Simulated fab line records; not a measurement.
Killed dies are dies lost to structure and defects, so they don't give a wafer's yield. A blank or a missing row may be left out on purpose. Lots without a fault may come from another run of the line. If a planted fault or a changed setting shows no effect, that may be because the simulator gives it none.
Struck lot and sound lot, side by side / flow nand-harc / 15 out of 1159 route steps
Sound: wafers L192.1, L192.5, L192.6. Struck: wafers L187.3, L187.5, L187.6. Last of all comes the cause.
Each step with rows lists, per side, the tool, then ch with its chambers, then its first start. Under that, the readings that differ: sound wafers / struck wafers / difference of the means / sigmas: that difference in standard deviations of wafers without a fault.
alike: same words and numbers on both sides, and readings whose means sit less than 2 such deviations apart. not compared: any withheld reading, any reading some wafer has no value for, any bound like >300 that may hide the same value, and any number with overlapping values for which the record gives no deviation.
A row with sigmas, a row that says differs or no value, or rows on one side alone: a step with any of these is where the two part. Non-overlapping numbers with no deviation appear without sigmas and do not part them. Lack of a reading on every wafer of one side parts them only where that side has two or more wafers.

first, 7 steps without rows for these wafers: NHARC_A_M0_COAT_33 (time 65 s); NHARC_A_M0_COAT_03 (resist thk 90 nm); NHARC_A_M0_SOFTBAKE_04 (time 55 s); NHARC_A_M0_EBR_05; NHARC_A_M0_EXPOSE_06 (exposes mask A M0, target cd 80 nm); NHARC_A_M0_PEB_07 (peb time 65 s); NHARC_A_M0_DEVELOP_08 (develop time 35 s).
NHARC_A_M0_CD_MEAS_09: the cd target is 80 nm.
  sound on cd-sem-02 ch 0, day 22 06:02; struck on cd-sem-01 ch 0, day 20 16:01
reading=cd-nm (nm); sound=78.5 78.6 79.1; struck=81.1 80.9 81.9; difference=+2.6; sigmas=+2
NHARC_A_M0_OVL_MEAS_10: pitch 160 nm.
  sound on overlay-02, day 22 06:07; struck on overlay-02, day 20 16:07
  alike: overlay-x-nm, overlay-y-nm
NHARC_A_M0_INSPECT_11:
  sound on defect-inspect-02, day 22 06:09; struck on defect-inspect-02, day 20 16:09
  alike: raw-defect-count
NHARC_A_M0_DESCUM_14: chemistry O2, time 3 s.
  sound on rie-diel-12 ch 0,1,2, day 22 06:14; struck on rie-diel-10 ch 2,3, day 20 16:13
  alike: drypump-motor-current-A, o2-flow-sccm, oes-product-au, rf-vpp-V, showerhead-plenum-p-Torr, throttle-valve-pct
  not compared: rf-hours-counter-h
NHARC_A_M0_ETCH_34: etches the open film in N2/H2, target depth 40 nm, overetch 12 nm, time 43.94 s.
  sound on rie-diel-12 ch 0,1, day 22 06:18; struck on rie-diel-10 ch 2,3, day 20 16:17
  alike: bias-w, chamber-pressure-mTorr, drypump-motor-current-A, oes-product-au, rf-vpp-V, showerhead-plenum-p-Torr, throttle-valve-pct
  not compared: rf-hours-counter-h
NHARC_A_M0_ETCH_15: etches the open film in C4F8/Ar, target depth 150 nm, overetch 15 nm, time 82.5 s.
  sound on rie-diel-12 ch 0,3, day 22 06:23; struck on rie-diel-10 ch 0,1,2, day 20 16:24
  no value came back on the struck wafers for bias-w (W), chamber-pressure-mTorr (mTorr), oes-product-au (a.u.), rf-vpp-V (V); on the sound wafers bias-w (W) reads 298.9 301.2 298.6
  not compared: rf-hours-counter-h
NHARC_A_M0_CD_MEAS_16:
  sound on cd-sem-03, day 22 06:31; struck on cd-sem-02, day 20 16:31
reading=cd-nm (nm); sound=78.4 78.6 77.7; struck=81.7 81.0 82.1; difference=+3.4; sigmas=+3
NHARC_END_SORT_01:
  here the record holds rows for the struck wafers (prober-02 ch 0, day 22 15:08) but none for the sound ones

## WHERE THEY PART
At NHARC_A_M0_CD_MEAS_09 first; at NHARC_END_SORT_01 last (within this record only).

WHY: the cause the simulator had injected
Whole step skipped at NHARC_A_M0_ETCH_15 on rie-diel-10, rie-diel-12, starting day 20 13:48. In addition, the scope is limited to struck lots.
